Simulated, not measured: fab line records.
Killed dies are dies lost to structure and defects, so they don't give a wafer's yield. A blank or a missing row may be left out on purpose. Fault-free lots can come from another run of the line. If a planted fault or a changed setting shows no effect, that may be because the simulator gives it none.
Which of the tools did it? :: flow n5Finfet :: 38 wafers from 14 lots sampled at 4 of the route's 1938 steps

## WHAT THE GAUGES READ, wafer by wafer
Not one reading of a measure or inspect step in the record can be checked against a usual standard deviation.

## TOOL THAT RAN EACH LOT (tool first, then ch and the chambers of the sampled wafers, then the start)
lot: L343
N5_FIN_SAQP_ETCH_69: rieDiel-05 ch 0,2,3, day 2 06:37
N5_FIN_SAQP_ETCH_67: rieDiel-05 ch 0,2,3, day 2 06:40
N5_FIN_SAQP_SPACER2_ETCHBACK_29: rieDiel-05 ch 2,3, day 2 07:26
N5_FIN_CUT_EXPOSE_05: euvScanner-01 ch 0, day 2 08:46

lot: L345
N5_FIN_SAQP_ETCH_69: rieDiel-06 ch 0,3, day 2 20:07
N5_FIN_SAQP_ETCH_67: rieDiel-06 ch 0,3, day 2 20:10
N5_FIN_SAQP_SPACER2_ETCHBACK_29: rieDiel-05 ch 2,3, day 2 20:54
N5_FIN_CUT_EXPOSE_05: euvScanner-02 ch 0, day 3 02:38

lot: L347
N5_FIN_SAQP_ETCH_69: rieDiel-05 ch 0,1, day 3 07:32
N5_FIN_SAQP_ETCH_67: rieDiel-05 ch 0,1, day 3 07:35
N5_FIN_SAQP_SPACER2_ETCHBACK_29: rieDiel-05 ch 0,1, day 3 08:18
N5_FIN_CUT_EXPOSE_05: euvScanner-01 ch 0, day 3 09:23

lot: L348
N5_FIN_SAQP_ETCH_69: rieDiel-06 ch 1,3, day 3 14:08
N5_FIN_SAQP_ETCH_67: rieDiel-06 ch 1,3, day 3 14:11
N5_FIN_SAQP_SPACER2_ETCHBACK_29: rieDiel-02 ch 2,3, day 3 14:46
N5_FIN_CUT_EXPOSE_05: euvScanner-02 ch 0, day 3 15:50

lot: L349
N5_FIN_SAQP_ETCH_69: rieDiel-06 ch 1,3, day 3 18:44
N5_FIN_SAQP_ETCH_67: rieDiel-06 ch 1,3, day 3 18:48
N5_FIN_SAQP_SPACER2_ETCHBACK_29: rieDiel-02 ch 0,1,3, day 3 19:25
N5_FIN_CUT_EXPOSE_05: euvScanner-01 ch 0, day 3 20:30

lot: L350
N5_FIN_SAQP_ETCH_69: rieDiel-02 ch 0,2,3, day 4 01:26
N5_FIN_SAQP_ETCH_67: rieDiel-02 ch 0,2,3, day 4 01:30
N5_FIN_SAQP_SPACER2_ETCHBACK_29: rieDiel-05 ch 0,2,3, day 4 02:04
N5_FIN_CUT_EXPOSE_05: euvScanner-02 ch 0, day 4 03:08

lot: L351
N5_FIN_SAQP_ETCH_69: rieDiel-05 ch 0,1,2, day 4 08:29
N5_FIN_SAQP_ETCH_67: rieDiel-05 ch 0,1,2, day 4 08:33
N5_FIN_SAQP_SPACER2_ETCHBACK_29: rieDiel-05 ch 0,1,2, day 4 09:46
N5_FIN_CUT_EXPOSE_05: euvScanner-02 ch 0, day 4 10:43

lot: L353
N5_FIN_SAQP_ETCH_69: rieDiel-02 ch 0,1, day 4 21:40
N5_FIN_SAQP_ETCH_67: rieDiel-02 ch 0,1, day 4 21:44
N5_FIN_SAQP_SPACER2_ETCHBACK_29: rieDiel-02 ch 0,2, day 4 22:28
N5_FIN_CUT_EXPOSE_05: euvScanner-01 ch 0, day 4 23:25

lot: L354
N5_FIN_SAQP_ETCH_69: rieDiel-02 ch 1,3, day 5 02:21
N5_FIN_SAQP_ETCH_67: rieDiel-02 ch 1,3, day 5 02:25
N5_FIN_SAQP_SPACER2_ETCHBACK_29: rieDiel-05 ch 0,2, day 5 03:38
N5_FIN_CUT_EXPOSE_05: euvScanner-01 ch 0, day 5 04:45

lot: L355
N5_FIN_SAQP_ETCH_69: rieDiel-02 ch 0,1, day 5 07:29
N5_FIN_SAQP_ETCH_67: rieDiel-02 ch 0,1, day 5 07:33
N5_FIN_SAQP_SPACER2_ETCHBACK_29: rieDiel-06 ch 1,2, day 5 08:44
N5_FIN_CUT_EXPOSE_05: euvScanner-02 ch 0, day 5 10:43

lot: L356
N5_FIN_SAQP_ETCH_69: rieDiel-06 ch 1,2, day 5 14:20
N5_FIN_SAQP_ETCH_67: rieDiel-06 ch 1,2, day 5 14:23
N5_FIN_SAQP_SPACER2_ETCHBACK_29: rieDiel-06 ch 2,3, day 5 14:59
N5_FIN_CUT_EXPOSE_05: euvScanner-01, day 5 16:05

lot: L357
N5_FIN_SAQP_ETCH_69: rieDiel-02 ch 0,1,3, day 5 18:17
N5_FIN_SAQP_ETCH_67: rieDiel-02 ch 0,1,3, day 5 18:20
N5_FIN_SAQP_SPACER2_ETCHBACK_29: rieDiel-02 ch 0,1, day 5 18:55
N5_FIN_CUT_EXPOSE_05: euvScanner-01, day 5 19:52

lot: L358
N5_FIN_SAQP_ETCH_69: rieDiel-05 ch 1,2, day 6 02:14
N5_FIN_SAQP_ETCH_67: rieDiel-05 ch 1,2, day 6 02:17
N5_FIN_SAQP_SPACER2_ETCHBACK_29: rieDiel-02 ch 0,1,2, day 6 03:32
N5_FIN_CUT_EXPOSE_05: euvScanner-02 ch 0, day 6 04:40

lot: L365
N5_FIN_SAQP_ETCH_69: rieDiel-06 ch 0,3, day 7 18:34
N5_FIN_SAQP_ETCH_67: rieDiel-06 ch 0,3, day 7 18:38
N5_FIN_SAQP_SPACER2_ETCHBACK_29: rieDiel-05 ch 1,3, day 7 19:19
N5_FIN_CUT_EXPOSE_05: euvScanner-01 ch 0, day 7 20:26
- N5_FIN_SAQP_ETCH_69: etches SOC in N2/H2, stops on SiNx, target depth 150 nm.
- N5_FIN_SAQP_ETCH_67: etches SiNx in CH3F/O2, target depth 30 nm.
- N5_FIN_SAQP_SPACER2_ETCHBACK_29: etches SiO2 in CHF3/O2, target depth 12.2 nm, time 6.1 s.
- N5_FIN_CUT_EXPOSE_05: exposes mask FIN CUT.

## WHAT THE TOOLS THEMSELVES READ (means of the sampled wafers that have a number; where no wafer has one, the mark that the record gives instead)
N5_FIN_SAQP_ETCH_69. Usual: drypumpMotorCurrentA 5.7 A, standard deviation 0.48; oesProductAu 0.76 a.u., standard deviation 0.082; rfVppV 240.8 V, standard deviation 1.2; showerheadPlenumPTorr 2.54 Torr, standard deviation 0.07; throttleValvePct 17.84 %, standard deviation 0.13.
lot: L343
tool: rieDiel-05
drypumpMotorCurrentA (A): 5.7
oesProductAu (a.u.): 0.72
rfVppV (V): 240.9
showerheadPlenumPTorr (Torr): 2.57
throttleValvePct (%): 17.92
flag: 

lot: L345
tool: rieDiel-06
drypumpMotorCurrentA (A): 5.8
oesProductAu (a.u.): 0.72
rfVppV (V): 241.7
showerheadPlenumPTorr (Torr): 2.56
throttleValvePct (%): 17.92
flag: 

lot: L347
tool: rieDiel-05
drypumpMotorCurrentA (A): 5.9
oesProductAu (a.u.): 0.75
rfVppV (V): 241.5
showerheadPlenumPTorr (Torr): 2.54
throttleValvePct (%): 17.93
flag: 

lot: L348
tool: rieDiel-06
drypumpMotorCurrentA (A): 5.8
oesProductAu (a.u.): 0.84
rfVppV (V): 241.1
showerheadPlenumPTorr (Torr): 2.58
throttleValvePct (%): 17.65
flag: 

lot: L349
tool: rieDiel-06
drypumpMotorCurrentA (A): 5.8
oesProductAu (a.u.): 0.81
rfVppV (V): 240.9
showerheadPlenumPTorr (Torr): 2.56
throttleValvePct (%): 17.67
flag: 

lot: L350
tool: rieDiel-02
drypumpMotorCurrentA (A): 5.8
oesProductAu (a.u.): 0.77
rfVppV (V): 240.2
showerheadPlenumPTorr (Torr): 2.53
throttleValvePct (%): 17.87
flag: 

lot: L351
tool: rieDiel-05
drypumpMotorCurrentA (A): 5.7
oesProductAu (a.u.): 0.73
rfVppV (V): 240.4
showerheadPlenumPTorr (Torr): 2.54
throttleValvePct (%): 17.88
flag: 

lot: L353
tool: rieDiel-02
drypumpMotorCurrentA (A): 5.1
oesProductAu (a.u.): 0.71
rfVppV (V): 241.5
showerheadPlenumPTorr (Torr): 2.56
throttleValvePct (%): 17.92
flag: 

lot: L354
tool: rieDiel-02
drypumpMotorCurrentA (A): 5.5
oesProductAu (a.u.): 0.69
rfVppV (V): 239.2
showerheadPlenumPTorr (Torr): 2.47
throttleValvePct (%): 17.84
flag: 

lot: L355
tool: rieDiel-02
drypumpMotorCurrentA (A): 5.1
oesProductAu (a.u.): 0.71
rfVppV (V): 240.0
showerheadPlenumPTorr (Torr): 2.56
throttleValvePct (%): 17.94
flag: 

lot: L356
tool: rieDiel-06
drypumpMotorCurrentA (A): 5.9
oesProductAu (a.u.): 0.83
rfVppV (V): 240.7
showerheadPlenumPTorr (Torr): 2.59
throttleValvePct (%): 17.71
flag: 

lot: L357
tool: rieDiel-02
drypumpMotorCurrentA (A): 5.5
oesProductAu (a.u.): 0.69
rfVppV (V): 240.3
showerheadPlenumPTorr (Torr): 2.50
throttleValvePct (%): 17.93
flag: 

lot: L358
tool: rieDiel-05
drypumpMotorCurrentA (A): 5.4
oesProductAu (a.u.): 0.73
rfVppV (V): 240.6
showerheadPlenumPTorr (Torr): 2.54
throttleValvePct (%): 17.93
flag: 

lot: L365
tool: rieDiel-06
drypumpMotorCurrentA (A): 5.8
oesProductAu (a.u.): 0.78
rfVppV (V): 240.8
showerheadPlenumPTorr (Torr): 2.53
throttleValvePct (%): 17.76
flag: 

N5_FIN_SAQP_ETCH_67. Usual: drypumpMotorCurrentA 5.7 A, standard deviation 0.47; oesProductAu 0.76 a.u., standard deviation 0.086; rfVppV 296 V, standard deviation 5.1; showerheadPlenumPTorr 2.00 Torr, standard deviation 0.052; throttleValvePct 16.41 %, standard deviation 0.17.
lot: L343
tool: rieDiel-05
drypumpMotorCurrentA (A): 5.7
oesProductAu (a.u.): 0.73
rfVppV (V): 296
showerheadPlenumPTorr (Torr): 2.02
throttleValvePct (%): 16.43
flag: 

lot: L345
tool: rieDiel-06
drypumpMotorCurrentA (A): 5.8
oesProductAu (a.u.): 0.73
rfVppV (V): 296
showerheadPlenumPTorr (Torr): 2.02
throttleValvePct (%): 16.48
flag: 

lot: L347
tool: rieDiel-05
drypumpMotorCurrentA (A): 5.9
oesProductAu (a.u.): 0.75
rfVppV (V): 298
showerheadPlenumPTorr (Torr): 2.00
throttleValvePct (%): 16.49
flag: 

lot: L348
tool: rieDiel-06
drypumpMotorCurrentA (A): 5.8
oesProductAu (a.u.): 0.85
rfVppV (V): 292
showerheadPlenumPTorr (Torr): 2.02
throttleValvePct (%): 16.20
flag: 

lot: L349
tool: rieDiel-06
drypumpMotorCurrentA (A): 5.8
oesProductAu (a.u.): 0.81
rfVppV (V): 292
showerheadPlenumPTorr (Torr): 2.02
throttleValvePct (%): 16.25
flag: 

lot: L350
tool: rieDiel-02
drypumpMotorCurrentA (A): 5.8
oesProductAu (a.u.): 0.78
rfVppV (V): 292
showerheadPlenumPTorr (Torr): 1.99
throttleValvePct (%): 16.45
flag: 

lot: L351
tool: rieDiel-05
drypumpMotorCurrentA (A): 5.7
oesProductAu (a.u.): 0.74
rfVppV (V): 298
showerheadPlenumPTorr (Torr): 1.99
throttleValvePct (%): 16.45
flag: 

lot: L353
tool: rieDiel-02
drypumpMotorCurrentA (A): 5.1
oesProductAu (a.u.): 0.72
rfVppV (V): 294
showerheadPlenumPTorr (Torr): 2.02
throttleValvePct (%): 16.54
flag: 

lot: L354
tool: rieDiel-02
drypumpMotorCurrentA (A): 5.4
oesProductAu (a.u.): 0.71
rfVppV (V): 294
showerheadPlenumPTorr (Torr): 1.95
throttleValvePct (%): 16.50
flag: 

lot: L355
tool: rieDiel-02
drypumpMotorCurrentA (A): 5.1
oesProductAu (a.u.): 0.71
rfVppV (V): 292
showerheadPlenumPTorr (Torr): 2.02
throttleValvePct (%): 16.54
flag: 

lot: L356
tool: rieDiel-06
drypumpMotorCurrentA (A): 5.9
oesProductAu (a.u.): 0.84
rfVppV (V): 299
showerheadPlenumPTorr (Torr): 2.03
throttleValvePct (%): 16.19
flag: 

lot: L357
tool: rieDiel-02
drypumpMotorCurrentA (A): 5.5
oesProductAu (a.u.): 0.70
rfVppV (V): 294
showerheadPlenumPTorr (Torr): 1.97
throttleValvePct (%): 16.56
flag: 

lot: L358
tool: rieDiel-05
drypumpMotorCurrentA (A): 5.4
oesProductAu (a.u.): 0.74
rfVppV (V): 295
showerheadPlenumPTorr (Torr): 1.98
throttleValvePct (%): 16.45
flag: 

lot: L365
tool: rieDiel-06
drypumpMotorCurrentA (A): 5.8
oesProductAu (a.u.): 0.79
rfVppV (V): 294
showerheadPlenumPTorr (Torr): 2.00
throttleValvePct (%): 16.34
flag: 

N5_FIN_SAQP_SPACER2_ETCHBACK_29. Usual: drypumpMotorCurrentA 5.6 A, standard deviation 0.46; oesProductAu 0.78 a.u., standard deviation 0.093; rfVppV 520 V, standard deviation 8.1; showerheadPlenumPTorr 2.42 Torr, standard deviation 0.057; throttleValvePct 18.93 %, standard deviation 0.17.
lot: L343
tool: rieDiel-05
drypumpMotorCurrentA (A): 5.4
oesProductAu (a.u.): 0.71
rfVppV (V): 521
showerheadPlenumPTorr (Torr): 2.43
throttleValvePct (%): 18.92
flag: 

lot: L345
tool: rieDiel-05
drypumpMotorCurrentA (A): 5.4
oesProductAu (a.u.): 0.70
rfVppV (V): 520
showerheadPlenumPTorr (Torr): 2.44
throttleValvePct (%): 18.93
flag: 

lot: L347
tool: rieDiel-05
drypumpMotorCurrentA (A): 5.7
oesProductAu (a.u.): 0.76
rfVppV (V): 521
showerheadPlenumPTorr (Torr): 2.40
throttleValvePct (%): 19.03
flag: 

lot: L348
tool: rieDiel-02
drypumpMotorCurrentA (A): 6.0
oesProductAu (a.u.): 0.81
rfVppV (V): 514
showerheadPlenumPTorr (Torr): 2.36
throttleValvePct (%): 18.90
flag: 

lot: L349
tool: rieDiel-02
drypumpMotorCurrentA (A): 5.5
oesProductAu (a.u.): 0.71
rfVppV (V): 517
showerheadPlenumPTorr (Torr): 2.38
throttleValvePct (%): 19.08
flag: 

lot: L350
tool: rieDiel-05
drypumpMotorCurrentA (A): 5.7
oesProductAu (a.u.): 0.82
rfVppV (V): 522
showerheadPlenumPTorr (Torr): 2.43
throttleValvePct (%): 18.87
flag: 

lot: L351
tool: rieDiel-05
drypumpMotorCurrentA (A): 5.7
oesProductAu (a.u.): 0.74
rfVppV (V): 524
showerheadPlenumPTorr (Torr): 2.40
throttleValvePct (%): 18.99
flag: 

lot: L353
tool: rieDiel-02
drypumpMotorCurrentA (A): 5.5
oesProductAu (a.u.): 0.81
rfVppV (V): 512
showerheadPlenumPTorr (Torr): 2.46
throttleValvePct (%): 18.95
flag: 

lot: L354
tool: rieDiel-05
drypumpMotorCurrentA (A): 6.0
oesProductAu (a.u.): 0.73
rfVppV (V): 527
showerheadPlenumPTorr (Torr): 2.41
throttleValvePct (%): 19.01
flag: 

lot: L355
tool: rieDiel-06
drypumpMotorCurrentA (A): 6.0
oesProductAu (a.u.): 0.81
rfVppV (V): 530
showerheadPlenumPTorr (Torr): 2.43
throttleValvePct (%): 18.81
flag: 

lot: L356
tool: rieDiel-06
drypumpMotorCurrentA (A): 6.0
oesProductAu (a.u.): 0.73
rfVppV (V): 520
showerheadPlenumPTorr (Torr): 2.40
throttleValvePct (%): 18.92
flag: 

lot: L357
tool: rieDiel-02
drypumpMotorCurrentA (A): 5.0
oesProductAu (a.u.): 0.71
rfVppV (V): 518
showerheadPlenumPTorr (Torr): 2.43
throttleValvePct (%): 19.07
flag: 

lot: L358
tool: rieDiel-02
drypumpMotorCurrentA (A): 5.3
oesProductAu (a.u.): 0.77
rfVppV (V): 515
showerheadPlenumPTorr (Torr): 2.44
throttleValvePct (%): 18.98
flag: 

lot: L365
tool: rieDiel-05
drypumpMotorCurrentA (A): 5.3
oesProductAu (a.u.): 0.84
rfVppV (V): 515
showerheadPlenumPTorr (Torr): 2.43
throttleValvePct (%): 18.81
flag: 

N5_FIN_CUT_EXPOSE_05. Usual: exposureDoseMJCm2 45.70, standard deviation 0.05; focusOffsetNm -0.1 nm, standard deviation 0.54; stageMsdNm 0.79 nm, standard deviation 0.069.
lot: L343
tool: euvScanner-01
exposureDoseMJCm2: 45.74
focusOffsetNm (nm): -0.7
stageMsdNm (nm): 0.71
flag: 

lot: L345
tool: euvScanner-02
exposureDoseMJCm2: 45.72
focusOffsetNm (nm): -0.3
stageMsdNm (nm): 0.87
flag: 

lot: L347
tool: euvScanner-01
exposureDoseMJCm2: 45.70
focusOffsetNm (nm): 0.3
stageMsdNm (nm): 0.71
flag: 

lot: L348
tool: euvScanner-02
exposureDoseMJCm2: 45.76
focusOffsetNm (nm): -0.1
stageMsdNm (nm): 0.87
flag: 

lot: L349
tool: euvScanner-01
exposureDoseMJCm2: 45.63
focusOffsetNm (nm): 0.0
stageMsdNm (nm): 0.71
flag: 

lot: L350
tool: euvScanner-02
exposureDoseMJCm2: 45.66
focusOffsetNm (nm): -0.5
stageMsdNm (nm): 0.87
flag: 

lot: L351
tool: euvScanner-02
exposureDoseMJCm2: 45.72
focusOffsetNm (nm): 0.1
stageMsdNm (nm): 0.87
flag: 

lot: L353
tool: euvScanner-01
exposureDoseMJCm2: 45.65
focusOffsetNm (nm): 0.0
stageMsdNm (nm): 0.72
flag: 

lot: L354
tool: euvScanner-01
exposureDoseMJCm2: 45.66
focusOffsetNm (nm): 0.0
stageMsdNm (nm): 0.73
flag: 

lot: L355
tool: euvScanner-02
exposureDoseMJCm2: 45.72
focusOffsetNm (nm): -0.3
stageMsdNm (nm): 0.87
flag: 

lot: L356
tool: euvScanner-01
exposureDoseMJCm2: -
focusOffsetNm (nm): -
stageMsdNm (nm): -
flag: OFF

lot: L357
tool: euvScanner-01
exposureDoseMJCm2: -
focusOffsetNm (nm): -
stageMsdNm (nm): -
flag: OFF

lot: L358
tool: euvScanner-02
exposureDoseMJCm2: 45.67
focusOffsetNm (nm): -0.2
stageMsdNm (nm): 0.87
flag: 

lot: L365
tool: euvScanner-01
exposureDoseMJCm2: 45.72
focusOffsetNm (nm): 0.3
stageMsdNm (nm): 0.75
flag: 

## THE ANSWER, worked out from the rows above alone
Rule: lot off if the mean of its wafers having a number is beyond 3 standard deviations from the usual mean. A lot without any number at a reading at which 4 lots or more have one is off too. The other lots that the step has rows for count as sound. After the gauges, taken in route order, come the tools' own readings; for these a lot's mean is taken, as printed above. The first step at which some lot is off is used, and at that step the reading that is off furthest; a lot without a number counts as furthest.
Off: L356, L357, at N5_FIN_CUT_EXPOSE_05 (exposureDoseMJCm2). Without a number there: L356, L357.
If a tool, at that step or one of the process steps before it, ran each lot that is off and ran no sound lot following the first of them, it fits. Not one of the candidates tried fits.

## WHAT THE SIMULATOR HAD PUT IN
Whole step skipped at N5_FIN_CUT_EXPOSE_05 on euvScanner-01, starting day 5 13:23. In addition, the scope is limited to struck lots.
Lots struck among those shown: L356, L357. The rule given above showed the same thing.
